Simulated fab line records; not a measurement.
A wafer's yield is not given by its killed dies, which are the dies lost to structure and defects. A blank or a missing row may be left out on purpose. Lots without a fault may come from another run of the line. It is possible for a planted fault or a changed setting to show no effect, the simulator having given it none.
fab line records | flow nand-harc | part 1 of 2: steps 1 to 21 of 27
[record] lots = 5 | wafers = 15 | last-day = 32
route steps=1302 shown A_STAIRCASE@677
lots with no fault: from the same line, run without faults
start-h: hours from the record's first day to the start of the lot's first wafer shown | wait-h: hours elapsed since this lot's preceding step | " repeats the value in the row above | L1.1+2: a row that stands for several wafers | - no value present, or no start provided | * or withheld: withheld | < > ~ a bound
route shown NAME@n: names a module that has steps shown in the file, with the first one's number in the route | usual: mean/standard deviation of fault-free wafers | same: alike in all rows | chamber/n: place in a boat | sites: each site's reading | _std_site: their standard deviation | _edge_site: mean of outer sites minus mean of inner sites | radius-mm: for every site, how far away it sits from the centre of the wafer | mask NAME#n: copy n | behind: the most recent tool/chamber to have shaped the wafer | hold: what put the lot on hold/how long, in hours/how the hold closed | device: which transistor (n, p or np) failed to switch | end of line: the route-end tests of the same wafers | a step with no rows: only its recipe | killed: dies that structure and defects cost at the first sort, which is not the same as the wafer's yield | map: per-die view of a wafer (x killed, . not killed, _ where there is no die)
set.NAME: setting as actually run; set.NAME@STEP: the setting as run at that earlier step | model.NAME: the simulator's own value behind a step, which no gauge read
certain route steps with their lots: each step a table, each wafer a row
services: the hour from which a tool's chamber was out of use, counted from the record's first day as start-h (under 0 if before that day), plus the number of hours and why
[[steps]]
[step NHARC_A_STAIRCASE_TRIM_20]
[recipe] time-s = 211.2 | o2-flow-sccm = 500 | ar-flow-sccm = 0 | bias-w = 0 | chemistry = O2
[usual] chamber-pressure-mTorr = 60.00/0.051 | drypump-motor-current-A = 5.7/0.38 | mfc-ar-sccm = 0.010/0.012 | oes-product-au = 1.002/0.014 | rf-vpp-V = 57.8/0.91 | showerhead-plenum-p-Torr = 3.51/0.18 | throttle-valve-pct = 17.037/0.0081
lot.wafer | tool        | chamber | start-h | wait-h | chamber-pressure-mTorr | drypump-motor-current-A | mfc-ar-sccm | oes-product-au | rf-hours-counter-h | rf-vpp-V | showerhead-plenum-p-Torr | throttle-valve-pct
L078.2    | rie-diel-11 | 1       | 398.13  | 0.1    | 60.09                  | 6.2                     | 0.036       | 1.023          | 41                 | 57.8     | 3.43                     | 17.044
L078.1    | "           | 3       | "       | "      | 60.01                  | 5.2                     | 0.009       | 0.977          | 42                 | 57.6     | 3.61                     | 17.045
L078.3    | "           | 0       | "       | "      | 59.97                  | 5.5                     | 0           | 1.008          | 36                 | 56.6     | 3.32                     | 17.033
L082.4    | rie-diel-03 | 3       | 435.31  | 0.1    | 59.98                  | 6.3                     | 0.008       | 0.986          | 47                 | 58.7     | 3.62                     | 17.037
L082.2    | "           | 0       | "       | "      | 59.97                  | 5.6                     | 0.023       | 0.996          | 50                 | 58.3     | 3.75                     | 17.036
L082.6    | "           | 2       | "       | "      | 60.01                  | 6.1                     | 0.004       | 1.011          | -                  | 56.4     | 3.28                     | 17.027
L091.4    | rie-diel-03 | 1       | 525.44  | 0.1    | 60.00                  | 5.3                     | 0           | 0.999          | 19                 | 57.3     | 3.41                     | 17.047
L091.6    | "           | 0       | "       | "      | 60.03                  | 5.6                     | 0.023       | 1.013          | -                  | 58.6     | 3.73                     | 17.039
L091.5    | "           | 1       | "       | "      | 60.00                  | 5.2                     | 0           | 0.993          | -                  | 58.1     | 3.41                     | 17.031
L095.4    | rie-diel-11 | 3       | 563.73  | 0.1    | 60.09                  | 5.2                     | 0.009       | 0.996          | 41                 | 58.0     | 3.58                     | 17.040
L095.5    | "           | 2       | "       | "      | 59.99                  | 5.7                     | 0.009       | 0.988          | -                  | 59.0     | 3.36                     | 17.031
L095.6    | "           | 3       | "       | "      | 59.96                  | 5.2                     | 0.009       | 0.998          | -                  | 58.8     | 3.58                     | 17.052
L096.2    | rie-diel-04 | 0       | 572.52  | 0.1    | 59.95                  | 5.5                     | 0           | 0.992          | 6                  | 58.3     | 3.77                     | 17.047
L096.6    | "           | 3       | "       | "      | 60.04                  | 5.2                     | 0           | 0.988          | -                  | 59.5     | 3.80                     | 17.057
L096.5    | "           | 0       | "       | "      | 60.03                  | 5.5                     | 0           | 1.002          | -                  | 58.5     | 3.77                     | 17.025
[step NHARC_A_STAIRCASE_ETCH_21]
[recipe] target-depth-a = 1000 | time-s = 40.5 | ion-energy-ev = 400 | c4f8-flow-sccm = 20 | o2-flow-sccm = 10 | ar-flow-sccm = withheld | rf-w = 600 | bias-w = 1000 | chemistry = C4F8/O2
[usual] chamber-pressure-mTorr = 24.999/0.021 | oes-product-au = 0.955/0.019 | rf-vpp-V = 895/6.4
lot.wafer | tool        | chamber | start-h | wait-h | chamber-pressure-mTorr | oes-product-au | rf-hours-counter-h | rf-vpp-V
L078.2    | rie-diel-11 | 1       | -       | -      | 24.981                 | 0.968          | 41                 | 892
L078.3    | "           | 2       | "       | "      | 25.030                 | 0.948          | 44                 | 889
L078.1    | "           | 3       | "       | "      | 25.007                 | 0.923          | 42                 | 899
L082.4    | rie-diel-03 | 1       | -       | -      | 25.002                 | 0.946          | 46                 | 892
L082.2    | "           | 2       | "       | "      | 24.987                 | 0.945          | 44                 | 887
L082.6    | "           | 0       | "       | "      | 25.027                 | 0.945          | -                  | 903
L091.4    | rie-diel-03 | 3       | -       | -      | 24.991                 | 0.974          | 18                 | 899
L091.5    | "           | 3       | "       | "      | 24.981                 | 0.977          | -                  | 898
L091.6    | "           | 0       | "       | "      | 24.987                 | 0.978          | -                  | 904
L095.4    | rie-diel-11 | 3       | -       | -      | 24.993                 | 0.959          | 41                 | 897
L095.5    | "           | 3       | "       | "      | 25.029                 | 0.954          | -                  | 897
L095.6    | "           | 0       | "       | "      | 24.988                 | 0.957          | -                  | 885
L096.2    | rie-diel-04 | 0       | -       | -      | 24.962                 | 0.939          | 6                  | 906
L096.6    | "           | 3       | "       | "      | 24.995                 | 0.923          | -                  | 906
L096.5    | "           | 0       | "       | "      | 25.031                 | 0.927          | -                  | 902
[step NHARC_A_STAIRCASE_TRIM_22]
[recipe] time-s = 211.2 | o2-flow-sccm = 500 | ar-flow-sccm = 0 | bias-w = 0 | chemistry = O2
[usual] chamber-pressure-mTorr = 60.00/0.051 | drypump-motor-current-A = 5.7/0.38 | mfc-ar-sccm = 0.010/0.012 | oes-product-au = 1.002/0.013 | rf-vpp-V = 57.9/0.98 | showerhead-plenum-p-Torr = 3.50/0.18 | throttle-valve-pct = 17.036/0.0096
lot.wafer | tool        | chamber | start-h | wait-h | chamber-pressure-mTorr | drypump-motor-current-A | mfc-ar-sccm | oes-product-au | rf-hours-counter-h | rf-vpp-V | showerhead-plenum-p-Torr | throttle-valve-pct
L078.2    | rie-diel-11 | 0       | -       | -      | 59.86                  | 5.5                     | 0           | 0.988          | 36                 | 55.4     | 3.32                     | 17.044
L078.3    | "           | 1       | "       | "      | 60.04                  | 6.2                     | 0.036       | 1.024          | 41                 | 57.8     | 3.43                     | 17.054
L078.1    | "           | 3       | "       | "      | 59.96                  | 5.2                     | 0.009       | 0.971          | 42                 | 58.4     | 3.61                     | 17.023
L082.2    | rie-diel-03 | 3       | -       | -      | 60.00                  | 6.3                     | 0.008       | 1.002          | 47                 | 57.2     | 3.62                     | 17.020
L082.4    | "           | 0       | "       | "      | 59.99                  | 5.6                     | 0.023       | 0.998          | 50                 | 58.3     | 3.75                     | 17.047
L082.6    | "           | 2       | "       | "      | 60.06                  | 6.1                     | 0.004       | 1.013          | -                  | 56.7     | 3.28                     | 17.037
L091.4    | rie-diel-03 | 1       | -       | -      | 59.95                  | 5.3                     | 0           | 0.994          | 20                 | 57.7     | 3.41                     | 17.050
L091.6    | "           | 0       | "       | "      | 60.06                  | 5.7                     | 0.023       | 1.011          | -                  | 57.9     | 3.73                     | 17.029
L091.5    | "           | 1       | "       | "      | 59.94                  | 5.3                     | 0           | 0.998          | -                  | 57.9     | 3.41                     | 17.046
L095.4    | rie-diel-11 | 2       | -       | -      | 60.06                  | 5.7                     | 0.009       | 0.981          | 44                 | 57.8     | 3.36                     | 17.040
L095.5    | "           | 1       | "       | "      | 59.88                  | 6.2                     | 0.036       | 1.015          | -                  | 56.6     | 3.40                     | 17.040
L095.6    | "           | 2       | "       | "      | 60.09                  | 5.7                     | 0.009       | 0.995          | -                  | 57.8     | 3.36                     | 17.037
L096.2    | rie-diel-04 | 1       | -       | -      | 59.98                  | 6.1                     | 0.023       | 0.972          | 6                  | 58.2     | 3.74                     | 17.034
L096.6    | "           | 2       | "       | "      | 60.03                  | 5.5                     | 0           | 1.012          | -                  | 58.4     | 3.48                     | 17.057
L096.5    | "           | 3       | "       | "      | 59.98                  | 5.2                     | 0           | 0.996          | -                  | 59.8     | 3.80                     | 17.035
[step NHARC_A_STAIRCASE_ETCH_23]
[recipe] target-depth-a = 1000 | time-s = 40.5 | ion-energy-ev = 400 | c4f8-flow-sccm = 20 | o2-flow-sccm = 10 | ar-flow-sccm = withheld | rf-w = 600 | bias-w = 1000 | chemistry = C4F8/O2
[usual] chamber-pressure-mTorr = 25.003/0.022 | oes-product-au = 0.951/0.015 | rf-vpp-V = 895/6.2
lot.wafer | tool        | chamber | start-h | wait-h | chamber-pressure-mTorr | oes-product-au | rf-hours-counter-h | rf-vpp-V
L078.2    | rie-diel-11 | 1       | -       | -      | 25.011                 | 0.956          | 41                 | 892
L078.1    | "           | 2       | "       | "      | 24.972                 | 0.934          | 44                 | 891
L078.3    | "           | 3       | "       | "      | 24.982                 | 0.923          | 42                 | 899
L082.2    | rie-diel-03 | 3       | -       | -      | 24.992                 | 0.934          | 48                 | 898
L082.4    | "           | 1       | "       | "      | 25.004                 | 0.948          | 46                 | 892
L082.6    | "           | 3       | "       | "      | 25.004                 | 0.943          | -                  | 899
L091.4    | rie-diel-03 | 2       | -       | -      | 25.008                 | 0.952          | 21                 | 904
L091.5    | "           | 0       | "       | "      | 25.049                 | 0.964          | -                  | 903
L091.6    | "           | 1       | "       | "      | 24.987                 | 0.944          | -                  | 892
L095.4    | rie-diel-11 | 2       | -       | -      | 25.050                 | 0.933          | 44                 | 889
L095.5    | "           | 0       | "       | "      | 24.996                 | 0.952          | -                  | 887
L095.6    | "           | 1       | "       | "      | 24.982                 | 0.967          | -                  | 893
L096.2    | rie-diel-04 | 0       | -       | -      | 25.024                 | 0.933          | 6                  | 904
L096.6    | "           | 1       | "       | "      | 24.970                 | 0.932          | -                  | 902
L096.5    | "           | 2       | "       | "      | 25.047                 | 0.945          | -                  | 896
[step NHARC_A_STAIRCASE_TRIM_24]
[recipe] time-s = 211.2 | o2-flow-sccm = 500 | ar-flow-sccm = 0 | bias-w = 0 | chemistry = O2
[usual] chamber-pressure-mTorr = 60.01/0.057 | drypump-motor-current-A = 5.7/0.38 | mfc-ar-sccm = 0.010/0.011 | oes-product-au = 1.000/0.013 | rf-vpp-V = 57.8/1 | showerhead-plenum-p-Torr = 3.51/0.18 | throttle-valve-pct = 17.036/0.01
lot.wafer | tool        | chamber | start-h | wait-h | chamber-pressure-mTorr | drypump-motor-current-A | mfc-ar-sccm | oes-product-au | rf-hours-counter-h | rf-vpp-V | showerhead-plenum-p-Torr | throttle-valve-pct
L078.2    | rie-diel-11 | 2       | -       | -      | 60.06                  | 5.7                     | 0.009       | 1.004          | 44                 | 57.3     | 3.39                     | 17.046
L078.3    | "           | 0       | "       | "      | 60.05                  | 5.5                     | 0           | 1.005          | 36                 | 55.5     | 3.32                     | 17.048
L078.1    | "           | 1       | "       | "      | 60.08                  | 6.2                     | 0.036       | 1.013          | 41                 | 58.4     | 3.43                     | 17.049
L082.2    | rie-diel-03 | 1       | -       | -      | 60.03                  | 5.3                     | 0           | 1.012          | 46                 | 55.8     | 3.43                     | 17.050
L082.4    | "           | 2       | "       | "      | 60.08                  | 6.1                     | 0.004       | 1.006          | 44                 | 57.4     | 3.28                     | 17.035
L082.6    | "           | 0       | "       | "      | 60.00                  | 5.7                     | 0.023       | 1.007          | -                  | 58.6     | 3.75                     | 17.032
L091.4    | rie-diel-03 | 1       | -       | -      | 59.99                  | 5.3                     | 0           | 0.992          | 20                 | 59.7     | 3.41                     | 17.053
L091.6    | "           | 0       | "       | "      | 60.07                  | 5.6                     | 0.023       | 1.007          | -                  | 58.2     | 3.73                     | 17.030
L091.5    | "           | 1       | "       | "      | 59.92                  | 5.3                     | 0           | 1.007          | -                  | 57.6     | 3.41                     | 17.024
L095.4    | rie-diel-11 | 3       | -       | -      | 59.96                  | 5.2                     | 0.009       | 1.000          | 41                 | 57.7     | 3.58                     | 17.017
L095.6    | "           | 3       | "       | "      | 59.98                  | 5.2                     | 0.009       | 1.012          | -                  | 58.9     | 3.58                     | 17.029
L095.5    | "           | 0       | "       | "      | 60.10                  | 5.5                     | 0           | 0.982          | -                  | 55.8     | 3.29                     | 17.038
L096.2    | rie-diel-04 | 3       | -       | -      | 60.02                  | 5.2                     | 0           | 0.996          | 7                  | 57.1     | 3.80                     | 17.048
L096.5    | "           | 0       | "       | "      | 60.00                  | 5.5                     | 0           | 0.980          | -                  | 59.1     | 3.77                     | 17.043
L096.6    | "           | 1       | "       | "      | 60.08                  | 6.0                     | 0.023       | 0.975          | -                  | 58.6     | 3.74                     | 17.040
[step NHARC_A_STAIRCASE_ETCH_25]
[recipe] target-depth-a = 1000 | time-s = 40.5 | ion-energy-ev = 400 | c4f8-flow-sccm = 20 | o2-flow-sccm = 10 | ar-flow-sccm = withheld | rf-w = 600 | bias-w = 1000 | chemistry = C4F8/O2
[usual] chamber-pressure-mTorr = 24.997/0.023 | oes-product-au = 0.949/0.019 | rf-vpp-V = 895/6.5
lot.wafer | tool        | chamber | start-h | wait-h | chamber-pressure-mTorr | oes-product-au | rf-hours-counter-h | rf-vpp-V
L078.3    | rie-diel-11 | 0       | -       | -      | 24.975                 | 0.943          | 36                 | 888
L078.1    | "           | 1       | "       | "      | 25.000                 | 0.949          | 41                 | 894
L078.2    | "           | 2       | "       | "      | 25.001                 | 0.925          | 44                 | 891
L082.4    | rie-diel-03 | 3       | -       | -      | 24.975                 | 0.929          | 48                 | 900
L082.2    | "           | 0       | "       | "      | 24.977                 | 0.943          | 50                 | 904
L082.6    | "           | 2       | "       | "      | 24.939                 | 0.952          | -                  | 884
L091.4    | rie-diel-03 | 1       | -       | -      | 24.973                 | 0.941          | 20                 | 892
L091.6    | "           | 2       | "       | "      | 25.023                 | 0.960          | -                  | 906
L091.5    | "           | 3       | "       | "      | 25.006                 | 0.962          | -                  | 899
L095.4    | rie-diel-11 | 0       | -       | -      | 25.020                 | 0.940          | 37                 | 887
L095.5    | "           | 2       | "       | "      | 25.000                 | 0.932          | -                  | 891
L095.6    | "           | 3       | "       | "      | 25.008                 | 0.947          | -                  | 897
L096.2    | rie-diel-04 | 1       | -       | -      | 24.966                 | 0.924          | 6                  | 904
L096.5    | "           | 2       | "       | "      | 24.998                 | 0.953          | -                  | 894
L096.6    | "           | 3       | "       | "      | 25.030                 | 0.925          | -                  | 905
[step NHARC_A_STAIRCASE_TRIM_26]
[recipe] time-s = 211.2 | o2-flow-sccm = 500 | ar-flow-sccm = 0 | bias-w = 0 | chemistry = O2
[usual] chamber-pressure-mTorr = 59.99/0.058 | drypump-motor-current-A = 5.6/0.38 | mfc-ar-sccm = 0.009/0.011 | oes-product-au = 1.002/0.012 | rf-vpp-V = 57.8/0.87 | showerhead-plenum-p-Torr = 3.51/0.17 | throttle-valve-pct = 17.036/0.009
lot.wafer | tool        | chamber | start-h | wait-h | chamber-pressure-mTorr | drypump-motor-current-A | mfc-ar-sccm | oes-product-au | rf-hours-counter-h | rf-vpp-V | showerhead-plenum-p-Torr | throttle-valve-pct
L078.3    | rie-diel-11 | 0       | -       | -      | 60.06                  | 5.5                     | 0           | 1.017          | 37                 | 56.6     | 3.32                     | 17.026
L078.2    | "           | 2       | "       | "      | 59.93                  | 5.7                     | 0.009       | 1.018          | 45                 | 57.0     | 3.39                     | 17.055
L078.1    | "           | 3       | "       | "      | 60.04                  | 5.1                     | 0.009       | 0.983          | 42                 | 59.5     | 3.61                     | 17.046
L082.4    | rie-diel-03 | 1       | -       | -      | 60.09                  | 5.3                     | 0           | 1.003          | 47                 | 57.9     | 3.43                     | 17.038
L082.2    | "           | 2       | "       | "      | 59.92                  | 6.1                     | 0.004       | 0.998          | 44                 | 57.1     | 3.28                     | 17.042
L082.6    | "           | 1       | "       | "      | 59.98                  | 5.3                     | 0           | 1.003          | -                  | 57.8     | 3.43                     | 17.038
L091.4    | rie-diel-03 | 1       | -       | -      | 59.96                  | 5.3                     | 0           | 0.998          | 20                 | 57.8     | 3.41                     | 17.037
L091.6    | "           | 0       | "       | "      | 59.94                  | 5.6                     | 0.023       | 1.010          | -                  | 59.8     | 3.73                     | 17.037
L091.5    | "           | 1       | "       | "      | 59.96                  | 5.3                     | 0           | 0.996          | -                  | 57.3     | 3.41                     | 17.041
L095.4    | rie-diel-11 | 1       | -       | -      | 60.02                  | 6.2                     | 0.036       | 1.006          | 40                 | 56.8     | 3.40                     | 17.036
L095.6    | "           | 3       | "       | "      | 60.04                  | 5.1                     | 0.009       | 1.010          | -                  | 57.8     | 3.58                     | 17.045
L095.5    | "           | 0       | "       | "      | 60.05                  | 5.5                     | 0           | 0.979          | -                  | 56.9     | 3.29                     | 17.023
L096.2    | rie-diel-04 | 0       | -       | -      | 59.94                  | 5.5                     | 0           | 0.991          | 6                  | 58.3     | 3.77                     | 17.025
L096.6    | "           | 1       | "       | "      | 60.08                  | 6.0                     | 0.023       | 0.976          | -                  | 59.1     | 3.74                     | 17.033
L096.5    | "           | 2       | "       | "      | 59.99                  | 5.5                     | 0           | 1.014          | -                  | 57.5     | 3.48                     | 17.041
[step NHARC_A_STAIRCASE_ETCH_27]
[recipe] target-depth-a = 1000 | time-s = 40.5 | ion-energy-ev = 400 | c4f8-flow-sccm = 20 | o2-flow-sccm = 10 | ar-flow-sccm = withheld | rf-w = 600 | bias-w = 1000 | chemistry = C4F8/O2
[usual] chamber-pressure-mTorr = 25.000/0.022 | oes-product-au = 0.946/0.015 | rf-vpp-V = 896/6.4
lot.wafer | tool        | chamber | start-h | wait-h | chamber-pressure-mTorr | oes-product-au | rf-hours-counter-h | rf-vpp-V
L078.3    | rie-diel-11 | 3       | -       | -      | 25.022                 | 0.938          | 42                 | 898
L078.2    | "           | 0       | "       | "      | 25.025                 | 0.941          | 37                 | 889
L078.1    | "           | 1       | "       | "      | 25.040                 | 0.953          | 41                 | 892
L082.2    | rie-diel-03 | 0       | -       | -      | 25.007                 | 0.935          | 50                 | 903
L082.4    | "           | 3       | "       | "      | 25.039                 | 0.933          | 48                 | 900
L082.6    | "           | 1       | "       | "      | 24.971                 | 0.931          | -                  | 892
L091.4    | rie-diel-03 | 3       | -       | -      | 25.025                 | 0.957          | 18                 | 898
L091.6    | "           | 2       | "       | "      | 25.025                 | 0.962          | -                  | 906
L091.5    | "           | 3       | "       | "      | 24.977                 | 0.947          | -                  | 899
L095.4    | rie-diel-11 | 0       | -       | -      | 24.982                 | 0.925          | 37                 | 888
L095.6    | "           | 3       | "       | "      | 24.978                 | 0.929          | -                  | 898
L095.5    | "           | 0       | "       | "      | 24.987                 | 0.933          | -                  | 887
L096.2    | rie-diel-04 | 0       | -       | -      | 24.997                 | 0.932          | 7                  | 905
L096.5    | "           | 3       | "       | "      | 25.037                 | 0.947          | -                  | 905
L096.6    | "           | 0       | "       | "      | 25.017                 | 0.927          | -                  | 905
[step NHARC_A_STAIRCASE_STRIP_175]
[recipe] power-w = 1500 | temp-c = 250 | chemistry = O2
[usual] drypump-motor-current-A = 6.02/0.14 | heater-power-w = 327/36
lot.wafer | tool            | chamber | start-h | wait-h | drypump-motor-current-A | heater-power-w | rf-hours-counter-h
L078.2    | plasma-asher-02 | 1       | 399.54  | 0.1    | 6.11                    | 345            | 25
L078.1    | "               | 0       | "       | "      | 5.81                    | 268            | 25
L078.3    | "               | 1       | "       | "      | 6.12                    | 339            | -
L082.2    | plasma-asher-02 | 0       | 436.38  | 0.1    | 5.81                    | 271            | 33
L082.4    | "               | 0       | "       | "      | 5.81                    | 273            | -
L082.6    | "               | 1       | "       | "      | 6.11                    | 341            | -
L091.4    | plasma-asher-02 | 1       | 526.63  | 0.2    | 6.14                    | 360            | -
L091.5    | "               | 0       | "       | "      | 5.81                    | 272            | -
L091.6    | "               | 1       | "       | "      | 6.12                    | 366            | -
L095.4    | plasma-asher-02 | 0       | 564.95  | 0.2    | 5.79                    | 272            | -
L095.5    | "               | 0       | "       | "      | 5.81                    | 270            | -
L095.6    | "               | 1       | "       | "      | 6.12                    | 358            | -
L096.2    | plasma-asher-02 | 0       | 573.56  | 0.1    | 5.81                    | 275            | 25
L096.5    | "               | 0       | "       | "      | 5.82                    | 271            | -
L096.6    | "               | 1       | "       | "      | 6.11                    | 345            | -
[step NHARC_A_STAIRCASE_STRIP_148]
[recipe] time-s = 900 | temp-c = 130 | chemistry = SPM
lot.wafer  | tool         | chamber | start-h | wait-h
L078.1+2+3 | wet-bench-07 | 6,0,2   | 399.90  | 0.3
L082.2+4+6 | wet-bench-04 | 3,4,5   | 436.69  | 0.3
L091.4+6+5 | wet-bench-04 | 1,2,4   | 526.84  | 0.2
L095.4+5+6 | wet-bench-02 | 7,3,4   | 565.21  | 0.2
L096.5+2+6 | wet-bench-02 | 3,5,7   | 573.93  | 0.1
[step NHARC_A_STAIRCASE_PRECLEAN_149]
[recipe] time-s = * | temp-c = 50 | bath-age-min = 0 | chemistry = SC1
[usual] sc1-h2o2-end-mol-l = 0.3699/0.00067
lot.wafer | tool         | chamber | start-h | wait-h | sc1-h2o2-end-mol-l
L078.1    | wet-bench-07 | 6       | -       | -      | 0.3683
L078.2    | "            | 0       | "       | "      | 0.3694
L078.3    | "            | 2       | "       | "      | 0.3692
L082.2    | wet-bench-04 | 3       | -       | -      | 0.3698
L082.4    | "            | 4       | "       | "      | 0.3699
L082.6    | "            | 5       | "       | "      | 0.3689
L091.4    | wet-bench-04 | 1       | -       | -      | 0.3700
L091.6    | "            | 2       | "       | "      | 0.3693
L091.5    | "            | 4       | "       | "      | 0.3706
L095.4    | wet-bench-02 | 7       | -       | -      | 0.3700
L095.5    | "            | 3       | "       | "      | 0.3702
L095.6    | "            | 4       | "       | "      | 0.3690
L096.5    | wet-bench-02 | 3       | -       | -      | 0.3701
L096.2    | "            | 5       | "       | "      | 0.3704
L096.6    | "            | 7       | "       | "      | 0.3703
[step NHARC_A_STAIRCASE_SRD_150]
lot.wafer  | tool         | chamber | start-h | wait-h
L078.1+2+3 | wet-bench-07 | 6,0,2   | -       | -
L082.2+4+6 | wet-bench-04 | 3,4,5   | -       | -
L091.4+6+5 | wet-bench-04 | 1,2,4   | -       | -
L095.4+5+6 | wet-bench-02 | 7,3,4   | -       | -
L096.5+2+6 | wet-bench-02 | 3,5,7   | -       | -
[step NHARC_A_STAIRCASE_DEHYDRATE_176]
[recipe] temp-c = 150 | time-s = 120
lot.wafer  | tool           | chamber | start-h | wait-h
L078.1+2+3 | litho-track-03 | 0       | 400.34  | -
L082.2+4+6 | litho-track-03 | 0       | 437.14  | -
L091.4+5+6 | litho-track-03 | 0       | 527.29  | -
L095.4+5+6 | litho-track-03 | 0       | 565.67  | -
L096.2+5+6 | litho-track-03 | 0       | 574.38  | -
[step NHARC_A_STAIRCASE_HMDS_177]
[recipe] time-s = 30
lot.wafer  | tool           | chamber | start-h | wait-h
L078.1+2+3 | litho-track-03 | 0       | -       | -
L082.2+4+6 | litho-track-03 | 0       | -       | -
L091.4+5+6 | litho-track-03 | 0       | -       | -
L095.4+5+6 | litho-track-03 | 0       | -       | -
L096.2+5+6 | litho-track-03 | 0       | -       | -
[step NHARC_A_STAIRCASE_COAT_178]
[recipe] spin-rpm = 1200
lot.wafer  | tool           | chamber | start-h | wait-h
L078.1+2+3 | litho-track-03 | 0       | -       | -
L082.2+4+6 | litho-track-03 | 0       | -       | -
L091.4+5+6 | litho-track-03 | 0       | -       | -
L095.4+5+6 | litho-track-03 | 0       | -       | -
L096.2+5+6 | litho-track-03 | 0       | -       | -
[step NHARC_A_STAIRCASE_SOFTBAKE_179]
[recipe] temp-c = 135 | time-s = 170
lot.wafer  | tool           | chamber | start-h | wait-h
L078.1+2+3 | litho-track-03 | 0       | -       | -
L082.2+4+6 | litho-track-03 | 0       | -       | -
L091.4+5+6 | litho-track-03 | 0       | -       | -
L095.4+5+6 | litho-track-03 | 0       | -       | -
L096.2+5+6 | litho-track-03 | 0       | -       | -
[step NHARC_A_STAIRCASE_EBR_180]
lot.wafer  | tool           | chamber | start-h | wait-h
L078.1+2+3 | litho-track-03 | 0       | -       | -
L082.2+4+6 | litho-track-03 | 0       | -       | -
L091.4+5+6 | litho-track-03 | 0       | -       | -
L095.4+5+6 | litho-track-03 | 0       | -       | -
L096.2+5+6 | litho-track-03 | 0       | -       | -
[step NHARC_A_STAIRCASE_EXPOSE_181]
[recipe] na = 0.5 | dose-mj = 27.87 | mask-id = STAIR_2
[usual] stage-vel-mm-s = 499.95/0.28
lot.wafer | tool           | chamber | start-h | wait-h | mask      | stage-vel-mm-s
L078.1    | krf-scanner-01 | 0       | 400.55  | -      | STAIR_2#0 | 499.50
L078.2    | "              | 0       | "       | "      | STAIR_2#0 | 499.65
L078.3    | "              | 0       | "       | "      | STAIR_2#0 | 499.74
L082.2    | krf-scanner-01 | 0       | 437.47  | -      | STAIR_2#0 | 500.27
L082.4    | "              | 0       | "       | "      | STAIR_2#0 | 499.92
L082.6    | "              | 0       | "       | "      | STAIR_2#0 | 499.72
L091.4    | krf-scanner-02 | 0       | 527.64  | -      | STAIR_2#0 | 500.01
L091.5    | "              | 0       | "       | "      | STAIR_2#0 | 500.24
L091.6    | "              | 0       | "       | "      | STAIR_2#0 | 500.09
L095.4    | krf-scanner-02 | 0       | 565.89  | -      | STAIR_2#0 | 499.69
L095.5    | "              | 0       | "       | "      | STAIR_2#0 | 499.71
L095.6    | "              | 0       | "       | "      | STAIR_2#0 | 500.00
L096.2    | krf-scanner-03 | 0       | 574.72  | -      | STAIR_2#0 | 499.96
L096.5    | "              | 0       | "       | "      | STAIR_2#0 | 500.19
L096.6    | "              | 0       | "       | "      | STAIR_2#0 | 499.97
[step NHARC_A_STAIRCASE_PEB_182]
[recipe] peb-temp-c = 115 | peb-time-s = 130
[same] peb-time-s = 130
lot.wafer  | tool           | chamber | start-h | wait-h
L078.1+2+3 | litho-track-05 | 0       | 400.61  | 0.1
L082.2+4+6 | litho-track-03 | 0       | 437.53  | 0.1
L091.4+5+6 | litho-track-05 | 0       | 527.69  | 0.0
L095.4+5+6 | litho-track-02 | 0       | 565.94  | 0.0
L096.2+5+6 | litho-track-05 | 0       | 574.78  | 0.1
[step NHARC_A_STAIRCASE_DEVELOP_183]
[recipe] time-s = 140
lot.wafer  | tool           | chamber | start-h | wait-h
L078.1+2+3 | litho-track-05 | 0       | -       | -
L082.2+4+6 | litho-track-03 | 0       | -       | -
L091.4+5+6 | litho-track-05 | 0       | -       | -
L095.4+5+6 | litho-track-02 | 0       | -       | -
L096.2+5+6 | litho-track-05 | 0       | -       | -
[step NHARC_A_STAIRCASE_HARDBAKE_185]
[recipe] temp-c = 120 | time-s = 140
lot.wafer  | tool           | chamber | start-h | wait-h
L078.1+2+3 | litho-track-02 | 0       | 400.83  | -
L082.2+4+6 | litho-track-02 | 0       | 437.76  | -
L091.4+5+6 | litho-track-03 | 0       | 527.92  | -
L095.4+5+6 | litho-track-03 | 0       | 566.17  | -
L096.2+5+6 | litho-track-02 | 0       | 575.00  | -
